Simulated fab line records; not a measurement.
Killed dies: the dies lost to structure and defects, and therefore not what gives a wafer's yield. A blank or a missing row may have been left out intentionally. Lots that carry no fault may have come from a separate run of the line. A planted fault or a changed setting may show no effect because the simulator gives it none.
Matching of chambers    flow nand harc    pecvd-04 running NHARC_THIN_TSV_DEP_47: 3 sister chambers
The step deposits SiO2, target thk 200 nm. 18 wafers are shown with their chamber, then 9 later ones without.

EACH WAFER AND ITS CHAMBER
wafer   chamber  throttle valve pct (%)
L075.2  1        14.8
L075.4  1        15.2
L075.5  0        15.4
L082.4  1        15.4
L082.5  0        15.4
L082.6  2        15.9
L087.2  2        16.0
L087.3  0        15.5
L087.4  2        15.9
L088.2  2        16.0
L088.4  1        15.5
L088.5  0        15.6
L089.1  1        15.3
L089.2  0        15.3
L089.4  2        15.9
L089.3  2        16.0
L089.5  1        15.3
L089.6  0        15.4

SIGNATURES (averages over the wafers above)
reading             chamber 0  chamber 1  chamber 2  scatter within a chamber
throttle valve pct  15.433     15.250     15.950     0.156
Rule: distance of a wafer from a chamber = root of the sum over the readings of ((wafer's reading minus chamber's mean) / reading's scatter) squared. If the next closest chamber is less than 2 further off than the closest, the wafer can't be placed; otherwise it belongs to the closest. The scatter: take each reading less its chamber's mean, square it, sum over the shown wafers, divide by the number of wafers less the number of chambers, and take the root.

WAFERS WITH NO CHAMBER GIVEN
wafer   throttle valve pct (%)
L090.1  16.3
L090.2  15.3
L090.3  15.3
L093.2  15.5
L093.3  15.5
L093.4  16.3
L094.2  15.8
L094.4  16.3
L094.5  15.6

WHICH CHAMBER EACH ONE RAN IN
wafer   from the rows above           in truth
L090.1  2                             2
L090.2  can't be placed: 1 or 0       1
L090.3  can't be placed: 1 or 0       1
L093.2  can't be placed: 0 or 1       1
L093.3  can't be placed: 0 or 1       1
L093.4  2                             2
L094.2  can't be placed: 2 or 0       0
L094.4  2                             2
L094.5  can't be placed: 0 or 1 or 2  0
Correct placement for 3 of the 9. Cannot be placed on the basis of these rows: 6; the candidates contain the true chamber in 6. Placed wrongly: 0.
